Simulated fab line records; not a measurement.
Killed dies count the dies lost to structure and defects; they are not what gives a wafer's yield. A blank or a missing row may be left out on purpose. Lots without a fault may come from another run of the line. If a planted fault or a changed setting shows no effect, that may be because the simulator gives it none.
fab line records ; flow n5-finfet
[record] lots = 9; wafers = 27; last-day = 18
route steps=1938 shown HKMG_FIN@451 GATE_CUT@466 BEOL_M4@1111 PASSIVATION@1936
lots that met no fault: from a run of the same line without faults
start-h: the number of hours between the record's first day and the start of the first shown wafer of the lot ; wait-h: how many hours have passed since the lot's step before this one ; " identical to the entry in the row above ; L1.1+2: one row covering several wafers at once ; - either no value or no given start ; * or withheld: withheld ; < > ~ a bound
route shown NAME@n: names a module that has steps shown in the file, with the first one's number in the route ; usual: mean and standard deviation over wafers with no fault ; same: alike in all rows ; chamber/n: place in a boat ; sites: readings site by site ; _std_site: the standard deviation of these ; _edge_site: the outer-site mean with the inner-site mean subtracted ; radius-mm: how far each site lies from the wafer's centre ; mask NAME#n: copy n ; behind: the tool/chamber that last shaped the wafer ; hold: reason for holding the lot/hours on hold/outcome of the hold ; device: the n, p or np transistor that did not switch ; end of line: tests run on the same wafers once the route is complete ; a step given without rows: its recipe and nothing more ; killed: dies lost to structure and defects at the first sort, not the wafer's yield ; map: the dies of a wafer, with x for killed, . for not killed, _ for no die there
set.NAME: the setting the step ran with; set.NAME@STEP: the setting that earlier step ran with ; model.NAME: the simulator's own value behind a step, which no gauge read
a sample of lots followed through the steps of the route, with each step as a table and each wafer as a row
services: the hour from which a tool's chamber was out of use, counted from the record's first day as start-h (under 0 if before that day), plus the number of hours and why
[[steps]]
[step N5_HKMG_FIN_ETCH_67]
[recipe] chemistry = N2/H2; target = SOC; target-depth-a = 3889; stop-on = TiN; ion-energy-ev = 100; bias-w = 61; pressure-mtorr = 30; source-w = 850; n2-flow-sccm = 200; h2-flow-sccm = 200
[usual] bias-w = 60.99/0.19; drypump-motor-current-A = 5.7/0.55; oes-product-au = 0.75/0.083; rf-vpp-V = 240.4/1.4; showerhead-plenum-p-Torr = 2.52/0.078; throttle-valve-pct = 17.86/0.28
lot.wafer;tool;chamber;start-h;wait-h;bias-w;drypump-motor-current-A;oes-product-au;rf-hours-counter-h;rf-vpp-V;showerhead-plenum-p-Torr;throttle-valve-pct
L670.2;rie-diel-01;2;98.36;-;61.17;6.5;0.87;37;241.6;2.58;17.20
L670.4;rie-diel-01;3;98.36;-;60.79;5.2;0.69;217;240.4;2.53;18.02
L670.5;rie-diel-01;1;98.36;-;60.90;5.1;0.76;-;240.2;2.55;17.73
L672.1;rie-diel-05;2;111.98;-;61.04;5.5;0.67;226;241.6;2.63;17.80
L672.3;rie-diel-05;0;111.98;-;61.11;6.1;0.90;24;239.4;2.49;17.46
L672.4;rie-diel-05;3;111.98;-;61.00;6.1;0.72;184;243.1;2.63;18.12
L678.2;rie-diel-05;3;142.98;-;60.69;6.0;0.72;194;240.2;2.63;18.15
L678.3;rie-diel-05;0;142.98;-;61.16;6.1;0.88;35;239.9;2.49;17.49
L678.5;rie-diel-05;3;142.98;-;60.77;6.1;0.71;-;241.9;2.63;18.13
L684.3;rie-diel-06;0;179.53;-;60.98;5.6;0.76;166;239.9;2.53;17.74
L684.5;rie-diel-06;0;179.53;-;60.77;5.6;0.76;-;241.9;2.53;17.74
L684.6;rie-diel-06;3;179.53;-;61.04;5.5;0.68;-;239.7;2.43;18.31
L685.2;rie-diel-06;3;186.19;-;61.18;5.4;0.68;222;238.1;2.43;18.31
L685.3;rie-diel-06;1;186.19;-;60.93;4.9;0.75;155;241.3;2.44;18.07
L685.6;rie-diel-06;3;186.19;-;61.08;5.4;0.68;-;239.4;2.43;18.32
L686.2;rie-diel-01;2;193.50;-;60.70;6.4;0.82;73;240.4;2.57;17.26
L686.3;rie-diel-01;0;193.50;-;61.13;4.9;0.78;114;238.1;2.46;17.87
L686.5;rie-diel-01;1;193.50;-;61.05;5.1;0.74;-;240.8;2.54;17.80
L687.1;rie-diel-05;2;197.37;-;60.65;5.5;0.66;250;241.5;2.62;17.85
L687.5;rie-diel-05;3;197.37;-;61.03;6.1;0.71;-;240.5;2.62;18.13
L687.6;rie-diel-05;0;197.37;-;60.94;6.1;0.87;-;238.9;2.48;17.49
L688.1;rie-diel-06;3;204.65;-;61.00;5.5;0.67;230;238.3;2.43;18.32
L688.4;rie-diel-06;2;204.65;-;60.70;6.6;1.01;1;243.5;2.72;17.53
L688.5;rie-diel-06;1;204.65;-;60.97;4.9;0.74;-;239.8;2.44;18.07
L690.2;rie-diel-06;1;217.62;-;60.64;4.9;0.74;169;240.7;2.44;18.09
L690.3;rie-diel-06;0;217.62;-;60.91;5.6;0.75;182;240.0;2.53;17.78
L690.5;rie-diel-06;2;217.62;-;61.01;6.6;0.99;-;243.5;2.72;17.52
[step N5_HKMG_FIN_STRIP_69]
[recipe] chemistry = N2/H2; power-w = 2500; temp-c = 300; h2-frac = 0.65; time-s = 360; pressure-mtorr = withheld; n2-flow-sccm = 1750; h2-flow-sccm = 3250
[usual] drypump-motor-current-A = 5.61/0.26; heater-power-w = 465/27
lot.wafer;tool;chamber;start-h;wait-h;drypump-motor-current-A;heater-power-w;rf-hours-counter-h
L670.2;plasma-asher-02;0;98.72;0.1;5.39;488;35
L670.4;plasma-asher-02;0;98.72;0.1;5.39;477;-
L670.5;plasma-asher-02;0;98.72;0.1;5.36;493;-
L672.1;plasma-asher-02;0;112.34;0.1;5.31;484;38
L672.3;plasma-asher-02;1;112.34;0.1;5.77;447;-
L672.4;plasma-asher-02;0;112.34;0.1;5.35;481;-
L678.2;plasma-asher-01;0;143.34;0.1;5.34;499;109
L678.3;plasma-asher-01;1;143.34;0.1;5.89;435;-
L678.5;plasma-asher-01;0;143.34;0.1;5.34;500;-
L684.3;plasma-asher-01;0;180.01;0.2;5.34;502;-
L684.5;plasma-asher-01;0;180.01;0.2;5.35;492;-
L684.6;plasma-asher-01;1;180.01;0.2;5.91;431;-
L685.2;plasma-asher-01;1;186.55;0.1;5.89;434;122
L685.3;plasma-asher-01;1;186.55;0.1;5.90;446;-
L685.6;plasma-asher-01;0;186.55;0.1;5.34;501;-
L686.2;plasma-asher-02;0;193.86;0.1;5.38;485;49
L686.3;plasma-asher-02;1;193.86;0.1;5.77;452;-
L686.5;plasma-asher-02;0;193.86;0.1;5.37;483;-
L687.1;plasma-asher-01;0;197.72;0.1;5.36;502;125
L687.5;plasma-asher-01;0;197.72;0.1;5.36;500;-
L687.6;plasma-asher-01;1;197.72;0.1;5.88;438;-
L688.1;plasma-asher-01;1;205.01;0.1;5.91;441;127
L688.4;plasma-asher-01;1;205.01;0.1;5.89;430;-
L688.5;plasma-asher-01;0;205.01;0.1;5.36;494;-
L690.2;plasma-asher-01;0;217.98;0.1;5.32;493;129
L690.3;plasma-asher-01;0;217.98;0.1;5.36;476;-
L690.5;plasma-asher-01;1;217.98;0.1;5.90;436;-
[step N5_HKMG_FIN_ALD_72]
[recipe] material = W; target-thk-a = 20; temp-c = 300; pressure-torr = 7.5; ald-precursor-family = WF6; ald-co-reactant = B2H6; pulse-time-s = 1; purge-time-s = 2; co-reactant-purge-time-s = 2; co-reactant-pulse-time-s = 3; ald-cycles = 7
[usual] ald-cycles = 7/0; heater-power-w = 452/42; precursor-pulse-height-rel = 0.998/0.021; susceptor-temp-C = 299.97/0.16
[same] co-reactant-purge-time-s = 2
lot.wafer;tool;chamber;start-h;wait-h;ald-cycles;heater-power-w;precursor-pulse-height-rel;susceptor-temp-C
L670.2;cvd-w-02;1;99.46;0.2;7;465;1.018;299.90
L670.4;cvd-w-02;1;99.46;0.2;7;461;1.004;300.17
L670.5;cvd-w-02;0;99.46;0.2;7;446;0.992;299.70
L672.1;cvd-w-02;0;113.09;0.2;7;442;1.004;299.97
L672.3;cvd-w-02;0;113.09;0.2;7;434;0.978;299.82
L672.4;cvd-w-02;1;113.09;0.2;10;457;1.047;299.78
L678.2;cvd-w-01;1;144.09;0.2;7;503;0.973;300.09
L678.3;cvd-w-01;0;144.09;0.2;7;394;0.951;299.87
L678.5;cvd-w-01;0;144.09;0.2;7;398;0.979;299.75
L684.3;cvd-w-02;1;180.66;0.2;7;462;0.999;300.07
L684.5;cvd-w-02;1;180.66;0.2;7;467;0.970;299.97
L684.6;cvd-w-02;0;180.66;0.2;7;448;1.009;300.07
L685.2;cvd-w-01;1;187.29;0.2;7;505;1.015;300.18
L685.3;cvd-w-01;0;187.29;0.2;7;399;1.017;300.17
L685.6;cvd-w-01;1;187.29;0.2;7;503;1.002;300.08
L686.2;cvd-w-01;0;194.60;0.2;7;401;1.011;300.15
L686.3;cvd-w-01;0;194.60;0.2;7;406;1.015;300.00
L686.5;cvd-w-01;1;194.60;0.2;7;517;1.039;299.94
L687.1;cvd-w-02;1;199.15;0.9;7;458;0.982;299.89
L687.5;cvd-w-02;0;199.15;0.9;7;447;1.049;300.07
L687.6;cvd-w-02;1;199.15;0.9;7;458;1.009;299.44
L688.1;cvd-w-01;0;205.76;0.2;7;399;0.995;299.75
L688.4;cvd-w-01;1;205.76;0.2;7;515;1.009;299.85
L688.5;cvd-w-01;0;205.76;0.2;7;405;1.020;300.04
L690.2;cvd-w-01;1;218.73;0.2;7;513;0.967;300.14
L690.3;cvd-w-01;1;218.73;0.2;7;518;0.974;300.01
L690.5;cvd-w-01;1;218.73;0.2;7;514;0.974;299.96
[step N5_GATE_CUT_ETCH_56]
[recipe] chemistry = Cl2/Ar; target = TiN; target-depth-a = 216; pressure-mtorr = 10; icp-w = 600; bias-w = 60; Cl2_flow_sccm = 40; Ar_flow_sccm = 60
[usual] bias-w = 60.02/0.17; drypump-motor-current-A = 6.0/0.38; oes-product-au = 0.80/0.095; throttle-valve-pct = 20.71/0.22
lot.wafer;tool;chamber;start-h;wait-h;bias-w;drypump-motor-current-A;oes-product-au;rf-hours-counter-h;throttle-valve-pct
L670.2;rie-metal-01;0;100.50;0.1;60.00;5.3;0.80;33;20.36
L670.4;rie-metal-01;0;100.50;0.1;60.05;5.3;0.80;-;20.36
L670.5;rie-metal-01;1;100.50;0.1;60.33;6.1;0.82;-;20.88
L672.1;rie-metal-02;1;114.13;0.1;59.83;6.2;0.96;1;20.99
L672.3;rie-metal-02;1;114.13;0.1;59.98;6.2;0.96;-;21.01
L672.4;rie-metal-02;0;114.13;0.1;60.22;6.1;0.91;-;20.73
L678.2;rie-metal-01;0;145.12;0.1;60.29;5.3;0.79;37;20.36
L678.3;rie-metal-01;1;145.12;0.1;60.09;6.1;0.81;-;20.89
L678.5;rie-metal-01;0;145.12;0.1;60.14;5.3;0.79;-;20.34
L684.3;rie-metal-01;0;181.70;0.1;59.84;5.3;0.79;-;20.35
L684.5;rie-metal-01;1;181.70;0.1;60.07;6.2;0.82;-;20.89
L684.6;rie-metal-01;0;181.70;0.1;60.09;5.3;0.80;-;20.34
L685.2;rie-metal-03;1;188.33;0.1;59.70;6.0;0.61;117;20.72
L685.3;rie-metal-03;0;188.33;0.1;60.00;6.3;0.81;-;20.73
L685.6;rie-metal-03;1;188.33;0.1;59.95;6.0;0.60;-;20.71
L686.2;rie-metal-03;1;195.80;0.1;60.10;6.1;0.61;117;20.72
L686.3;rie-metal-03;1;195.80;0.1;59.95;6.1;0.61;-;20.71
L686.5;rie-metal-03;0;195.80;0.1;59.86;6.3;0.81;-;20.75
L687.1;rie-metal-01;1;200.19;0.1;60.06;6.1;0.80;33;20.89
L687.5;rie-metal-01;0;200.19;0.1;60.18;5.3;0.78;-;20.35
L687.6;rie-metal-01;1;200.19;0.1;60.08;6.1;0.79;-;20.90
L688.1;rie-metal-02;1;206.79;0.1;60.25;6.2;0.89;9;21.02
L688.4;rie-metal-02;1;206.79;0.1;60.16;6.2;0.89;-;21.02
L688.5;rie-metal-02;0;206.79;0.1;59.89;6.1;0.86;-;20.74
L690.2;rie-metal-01;1;219.76;0.1;60.00;6.2;0.79;35;20.92
L690.3;rie-metal-01;1;219.76;0.1;60.30;6.2;0.79;-;20.91
L690.5;rie-metal-01;0;219.76;0.1;60.10;5.2;0.78;-;20.36
[step N5_BEOL_M4_RC_MEAS_101]
[usual] DIBL_N = 36.0/1.8; DIBL_P = 36.3/2.4; IOFF_N = 0.16/0.035; IOFF_P = 0.21/0.036; ION_N = 673/13; ION_P = 461/7.2; SS_N = 71.4/0.6; SS_P = 73.2/0.7; VT_N = 250/4; VT_P = -250.9/2.9
lot.wafer;tool;chamber;start-h;wait-h;DIBL_N[mV/V];DIBL_P[mV/V];IOFF_N[nA/um];IOFF_P[nA/um];ION_N[uA/um];ION_P[uA/um];SS_N[mV/dec];SS_P[mV/dec];VT_N[mV];VT_P[mV]
L670.2;prober-02;0;195.12;0.2;34.3;33.5;0.16;0.21;678;463;70.8;73.2;246;-247.1
L670.4;prober-02;0;195.12;0.2;34.0;32.9;0.14;0.19;670;459;71.3;72.7;250;-249.6
L670.5;prober-02;0;195.12;0.2;32.7;30.7;0.12;0.16;653;461;71.3;72.2;252;-251.3
L672.1;prober-02;0;218.00;0.0;32.7;32.6;0.10;0.14;643;446;70.0;71.9;259;-257.7
L672.3;prober-02;0;218.00;0.0;34.2;34.1;0.12;0.16;663;453;71.5;72.7;255;-254.1
L672.4;prober-02;0;218.00;0.0;35.7;37.3;0.15;0.20;692;471;71.5;73.3;248;-249.6
L678.2;prober-01;0;227.39;0.2;35.3;35.9;0.13;0.21;668;464;70.6;73.9;255;-250.9
L678.3;prober-01;0;227.39;0.2;34.6;35.0;0.13;0.19;673;473;70.6;73.0;253;-252.9
L678.5;prober-01;0;227.39;0.2;32.8;32.3;0.10;0.15;657;458;70.4;71.3;259;-252.3
L684.3;prober-02;0;280.20;0.3;35.5;37.7;0.18;0.22;683;467;70.6;73.8;247;-248.6
L684.5;prober-02;0;280.20;0.3;34.0;35.7;0.14;0.19;682;469;71.1;72.9;251;-251.5
L684.6;prober-02;0;280.20;0.3;36.1;37.6;0.17;0.23;680;457;71.8;73.7;247;-248.3
L686.2;prober-01;0;281.36;0.2;39.2;40.2;0.21;0.26;685;468;71.6;74.1;246;-249.3
L686.3;prober-01;0;281.36;0.2;34.6;35.4;0.13;0.18;673;462;71.3;73.0;254;-252.8
L686.5;prober-01;0;281.36;0.2;35.4;35.4;0.13;0.19;662;455;71.5;73.3;254;-252.0
L685.2;prober-01;0;286.77;0.2;37.1;38.5;0.16;0.23;678;465;71.7;73.3;251;-248.7
L685.3;prober-01;0;286.77;0.2;35.1;35.2;0.12;0.20;664;463;71.3;72.1;257;-251.2
L685.6;prober-01;0;286.77;0.2;37.7;38.7;0.17;0.24;680;470;71.9;73.4;250;-249.4
L687.1;prober-02;0;286.98;0.0;36.0;35.9;0.15;0.20;675;461;71.1;74.0;252;-250.9
L687.5;prober-02;0;286.98;0.0;33.0;32.7;0.11;0.16;668;459;70.9;73.1;253;-252.0
L687.6;prober-02;0;286.98;0.0;37.4;36.6;0.16;0.21;667;457;71.4;73.7;253;-251.4
L688.1;prober-01;0;316.37;0.0;36.3;34.9;0.15;0.20;679;465;71.5;73.1;246;-251.2
L688.4;prober-01;0;316.37;0.0;36.6;36.3;0.15;0.22;671;459;70.9;73.6;249;-251.9
L688.5;prober-01;0;316.37;0.0;35.2;33.6;0.13;0.17;661;450;71.0;71.9;250;-253.3
L690.2;prober-01;0;318.44;0.2;37.2;37.1;0.16;0.21;673;457;71.4;73.4;250;-252.4
L690.3;prober-01;0;318.44;0.2;37.9;36.6;0.16;0.21;681;461;72.1;74.0;250;-252.9
L690.5;prober-01;0;318.44;0.2;39.3;38.0;0.20;0.25;687;464;72.2;73.7;247;-246.7
[step N5_PASSIVATION_PROBE_49]
[usual] defect-limited-yield = 91.2/1.4; killed_at_M0_to_M3 = 35/11; killed_at_M4_up = 14/5.6; killed-at-contacts = 12/5.6; killed-at-front-end = 38/11; killed-at-other = 4/3.4; killed-dies = 103/17; killed-open = 68/12; killed-short = 33/8.8; sort_bin_5_function = 5.1/0.89; sort_bin_6_memory = 3.3/0.71; sort-n-pass = 1077/17; sort-yield-pct = 91.2/1.4
[same] gross-dies = 1180; killed-at-back-side = 0; sort_bin_4_leakage[%] = 0; sort_bin_8_speed[%] = 0
lot.wafer;tool;chamber;start-h;wait-h;defect-limited-yield[%];killed_at_M0_to_M3;killed_at_M4_up;killed-at-contacts;killed-at-front-end;killed-at-other;killed-dies;killed-open;killed-short;sort_bin_5_function[%];sort_bin_6_memory[%];sort-n-pass;sort-yield-pct[%]
L670.2;prober-01;-;303.54;0.1;89.3;53;25;9;33;6;126;77;46;6.4;3.7;1054;89.3
L670.4;prober-01;-;303.64;0.2;89.9;43;30;12;33;1;119;77;42;5.7;4.0;1061;89.9
L670.5;prober-01;-;303.69;0.2;91.1;50;5;11;33;6;105;78;24;5.0;3.2;1075;91.1
// killed by level:class
L670.2 BEOL_M4:geometric-particle:open=12 BEOL_M0_SAQP:geometric-particle:short=11 BEOL_M1:geometric-particle:open=11 BEOL_M3:geometric-particle:open=11 BEOL_M0_SAQP:geometric-particle:open=10 MOL_CONTACT_COAG:geometric-particle:open=7 FIN_SAQP:geometric-particle:open=6 DUMMY_GATE:geometric-particle:open=5
L670.4 BEOL_M0_SAQP:geometric-particle:open=20 BEOL_M4:geometric-particle:open=14 MOL_CONTACT_COAG:geometric-particle:open=11 BEOL_M0_SAQP:geometric-particle:short=9 BEOL_M1:geometric-particle:open=7 SPACER0:geometric-particle:short=6 BEOL_M4:geometric-particle:short=6 STI_FIN_REVEAL:geometric-particle:open=4
L670.5 BEOL_M3:geometric-particle:open=14 MOL_CONTACT_COAG:geometric-particle:open=10 BEOL_M0_SAQP:geometric-particle:open=10 BEOL_M1:geometric-particle:open=10 BEOL_M2:geometric-particle:open=6 FIN_SAQP:geometric-particle:open=5 BEOL_M4:geometric-particle:open=5 STARTING-WAFER:geometric-particle:short=4
[[services]]
tool;chamber;start-h;hours;kind
rie-diel-06;0;82.08;7.0;repair
rie-diel-01;-;90.23;0.2;repair
rie-metal-02;-;121.53;2.8;pm
rie-diel-05;-;147.49;16.3;repair
plasma-asher-02;-;154.00;17.9;repair
rie-metal-01;0;155.40;25.5;repair
rie-metal-03;-;162.48;0.4;repair
rie-diel-01;1;164.18;2.6;repair
cvd-w-01;0;166.57;1.7;repair
cvd-w-01;-;168.79;6.0;pm
plasma-asher-02;-;174.04;0.6;repair
rie-metal-03;-;177.06;1.4;pm
plasma-asher-02;-;180.28;12.1;repair
rie-diel-06;2;186.97;-;clean
rie-diel-06;2;186.97;-;consumable-replace:focus-ring
rie-diel-06;2;186.97;-;consumable-replace:showerhead
rie-diel-06;2;186.97;13.7;scheduled-down
rie-diel-06;2;186.97;13.7;vent-cycle
rie-diel-05;2;197.50;-;clean
rie-diel-05;2;197.50;-;consumable-replace:focus-ring
rie-diel-05;2;197.50;21.7;scheduled-down
rie-diel-05;2;197.50;21.7;vent-cycle
plasma-asher-02;-;206.24;2.8;pm
cvd-w-02;-;212.78;0.9;repair
[[key]]
[first-sign] step = N5_HKMG_FIN_ALD_72; reading = ald-cycles; direction = up; sigmas = 99+; usual = *; struck = *
effect none on later readings
met-at N5_HKMG_FIN_ALD_72
struck-lots L672
struck-wafers L672.4
not-acting-at N5_HKMG_FIN_ETCH_67,N5_HKMG_FIN_STRIP_69,N5_GATE_CUT_ETCH_56
onset-between 99.46 113.09
[fault] kind = process-parameter-drift; tool = cvd-w-02; chamber = -; onset-h = 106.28; steps = N5_HKMG_FIN_ALD_72; channel = ald-cycles; offset = *; shape = step; end-h = 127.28; scope = struck-wafers-only; stated = *
